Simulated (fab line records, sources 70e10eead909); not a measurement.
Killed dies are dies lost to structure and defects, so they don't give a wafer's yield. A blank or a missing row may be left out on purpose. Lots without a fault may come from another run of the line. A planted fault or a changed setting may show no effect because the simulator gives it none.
Which tool did it? | flow nand_harc | 12 lots, 36 wafers sampled, at 5 steps of a route of 1302

WHAT THE GAUGES READ, wafer by wafer
NHARC_P_ZERO_WELL_CD_MEAS_37: target cd 720 nm.
lot  | measured     | on        | cd_nm (nm)
L543 | day 2 00:30  | cd_sem-02 | 718.9 720.2 719.3
L544 | day 2 10:13  | cd_sem-01 | 719.5 720.4 719.8
L546 | day 3 06:05  | cd_sem-02 | 722.9 720.8 722.3
L548 | day 4 02:19  | cd_sem-01 | 723.2 722.2 723.3
L549 | day 4 12:08  | cd_sem-01 | 724.1 724.2 724.6
L558 | day 8 06:39  | cd_sem-03 | 720.0 723.1 721.6
L559 | day 8 16:19  | cd_sem-02 | 724.7 725.4 724.9
L561 | day 9 12:20  | cd_sem-02 | 724.2 719.8 720.9
L562 | day 9 22:11  | cd_sem-01 | 724.0 721.8 720.0
L563 | day 10 08:07 | cd_sem-02 | 719.9 719.8 717.6
L564 | day 10 18:07 | cd_sem-02 | 720.2 720.5 721.5
L566 | day 11 14:25 | cd_sem-03 | 721.5 723.0 722.6

NHARC_P_STI_OVL_MEAS_10.
lot  | measured     | on         | overlay_x_nm (nm) | overlay_y_nm (nm)
L543 | day 2 20:30  | overlay-02 | 2 1 1             | 9 9 9
L544 | day 3 06:32  | overlay-01 | -11 -12 -12       | -3 -4 -4
L546 | day 4 03:31  | overlay-02 | -2 -3 -3          | -2 -2 -2
L548 | day 5 00:53  | overlay-02 | 1 1 2             | 7 7 8
L549 | day 5 08:32  | overlay-02 | -1 0 -1           | 12 12 12
L558 | day 9 02:29  | overlay-02 | -10 -10 -10       | -1 -2 -1
L559 | day 9 11:09  | overlay-02 | 10 10 10          | -4 -4 -4
L561 | day 10 10:39 | overlay-02 | -5 -5 -5          | 5 5 5
L562 | day 10 21:40 | overlay-01 | -10 -9 -10        | -1 -1 -1
L563 | day 11 06:28 | overlay-01 | -5 -5 -5          | 7 6 6
L564 | day 11 13:43 | overlay-01 | -3 -2 -2          | 1 1 1
L566 | day 12 10:26 | overlay-02 | 12 12 12          | 8 8 8

NHARC_P_GATE_CD_MEAS_26: target cd 120 nm.
lot  | measured     | on        | cd_nm (nm)
L543 | day 5 03:53  | cd_sem-02 | 119.5 119.7 118.8
L544 | day 5 09:06  | cd_sem-03 | 120.2 119.5 119.3
L546 | day 6 10:10  | cd_sem-02 | 119.6 120.1 119.8
L548 | day 7 03:53  | cd_sem-03 | 117.8 119.9 120.0
L549 | day 7 15:26  | cd_sem-02 | 119.0 118.5 119.6
L558 | day 11 04:24 | cd_sem-03 | 113.4 112.8 112.6
L559 | day 11 22:19 | cd_sem-03 | 111.9 113.0 113.2
L561 | day 12 20:50 | cd_sem-01 | 120.6 120.3 120.4
L562 | day 13 08:14 | cd_sem-03 | 119.2 120.6 119.8
L563 | day 13 11:28 | cd_sem-02 | 120.8 120.5 120.2
L564 | day 14 00:11 | cd_sem-02 | 119.0 119.9 120.0
L566 | day 14 17:40 | cd_sem-01 | 120.2 119.0 120.3

WHICH TOOL RAN EACH LOT (tool, then ch and the chambers of the sampled wafers, then the start)
lot  | NHARC_P_GATE_DESCUM_13             | NHARC_P_GATE_PEB_24
L543 | rie_diel-03 ch 1,3, day 4 11:32    | litho_track-06 ch 0, day 5 03:48
L544 | rie_diel-03 ch 0,1,3, day 4 18:35  | litho_track-01 ch 0, day 5 09:01
L546 | rie_diel-11 ch 0,1,2, day 5 20:49  | litho_track-01 ch 0, day 6 10:05
L548 | rie_diel-03 ch 0,1,3, day 6 13:04  | litho_track-06 ch 0, day 7 03:48
L549 | rie_diel-06 ch 0,1,2, day 6 20:25  | litho_track-04 ch 0, day 7 15:22
L558 | rie_diel-03 ch 0,1,3, day 10 14:23 | litho_track-06 ch 0, day 11 04:19
L559 | rie_diel-03 ch 2,3, day 11 02:36   | litho_track-06 ch 0, day 11 22:14
L561 | rie_diel-11 ch 0,1,3, day 12 05:28 | litho_track-04 ch 0, day 12 20:46
L562 | rie_diel-11 ch 1,2, day 12 16:22   | litho_track-04 ch 0, day 13 08:09
L563 | rie_diel-11 ch 0,1,2, day 12 21:17 | litho_track-04 ch 0, day 13 11:23
L564 | rie_diel-06 ch 0,3, day 13 04:01   | litho_track-04 ch 0, day 14 00:06
L566 | rie_diel-03 ch 1,3, day 14 00:17   | litho_track-04 ch 0, day 14 17:35
- NHARC_P_GATE_DESCUM_13: chemistry O2, time 3 s.
- NHARC_P_GATE_PEB_24: peb time 65 s.

WHAT THE TOOLS THEMSELVES READ (means of the sampled wafers that have a number; where no wafer has one, the mark that the record gives instead)
NHARC_P_GATE_DESCUM_13.
lot  | tool        | drypump_motor_current_A (A) | o2_flow_sccm (sccm) | oes_product_au (a.u.) | rf_vpp_V (V) | showerhead_plenum_p_Torr (Torr) | throttle_valve_pct (%)
L543 | rie_diel-03 | 5.6                         | 199.8               | 1.003                 | 58.3         | 2.03                            | 11.297
L544 | rie_diel-03 | 5.8                         | 200.6               | 1.010                 | 58.8         | 1.95                            | 11.311
L546 | rie_diel-11 | 5.6                         | 200.4               | 1.007                 | 57.1         | 1.98                            | 11.309
L548 | rie_diel-03 | 5.8                         | 200.7               | 0.995                 | 58.1         | 1.95                            | 11.321
L549 | rie_diel-06 | 5.5                         | 199.9               | 1.013                 | 58.5         | 2.01                            | 11.309
L558 | rie_diel-03 | 5.8                         | 200.3               | 1.002                 | 59.2         | 1.95                            | 11.303
L559 | rie_diel-03 | 5.5                         | 199.5               | 0.992                 | 58.3         | 1.93                            | 11.304
L561 | rie_diel-11 | 5.7                         | 199.3               | 1.006                 | 56.4         | 1.91                            | 11.316
L562 | rie_diel-11 | 5.6                         | 200.5               | 0.988                 | 58.7         | 2.03                            | 11.305
L563 | rie_diel-11 | 5.6                         | 199.8               | 0.990                 | 59.3         | 1.98                            | 11.302
L564 | rie_diel-06 | 5.4                         | 199.8               | 0.996                 | 58.2         | 2.02                            | 11.311
L566 | rie_diel-03 | 5.5                         | 200.1               | 0.993                 | 57.5         | 1.99                            | 11.310

NHARC_P_GATE_PEB_24.
lot  | tool           | chill_plate_temp_C (C)
L543 | litho_track-06 | 23.01
L544 | litho_track-01 | 22.84
L546 | litho_track-01 | 23.02
L548 | litho_track-06 | 23.00
L549 | litho_track-04 | 22.94
L558 | litho_track-06 | 22.84
L559 | litho_track-06 | 22.93
L561 | litho_track-04 | 22.99
L562 | litho_track-04 | 23.06
L563 | litho_track-04 | 23.00
L564 | litho_track-04 | 22.83
L566 | litho_track-04 | 22.90

THE ANSWER, worked out from the rows above alone
Rule: what is usual is taken from the lots themselves. Put in order of their means at a reading, lots are off if they are a third of the lots or fewer, leave a main group of 4 or more, and stand apart from it by a gap of 3 or more times the standard deviation of the main group's means; of several such gaps the widest counts. A main group whose means are all the same, to the digits that the tables above print for the reading, isn't used. A lot without any number at a reading at which 4 lots or more have one is off too. The other lots that the step has rows for count as sound. The gauges are gone through in route order, then the tools' own readings, and for those a lot's mean is taken as printed above. The first step at which some lot is off is used, and at that step the reading that is off furthest; a lot without a number counts as furthest.
Off: L558, L559, at NHARC_P_GATE_CD_MEAS_26 (cd_nm). The main group: mean 119.7 nm, standard deviation 0.45.
A tool fits if, at a process step before that reading, it ran every lot that is off, and no sound lot after the first of them. The gauges at NHARC_P_GATE_CD_MEAS_26 are tried like those tools. One fits: litho_track-06 at NHARC_P_GATE_PEB_24. Its last sound lot is L548 (day 7 03:48), its first lot that is off L558 (day 11 04:19): a fault that began between those two fits.

WHAT THE SIMULATOR HAD PUT IN
Process parameter drift: litho_track-06, from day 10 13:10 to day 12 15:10, at NHARC_P_GATE_PEB_24. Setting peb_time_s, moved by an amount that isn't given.
Lots struck among those shown: L558, L559. The rule above found the same.
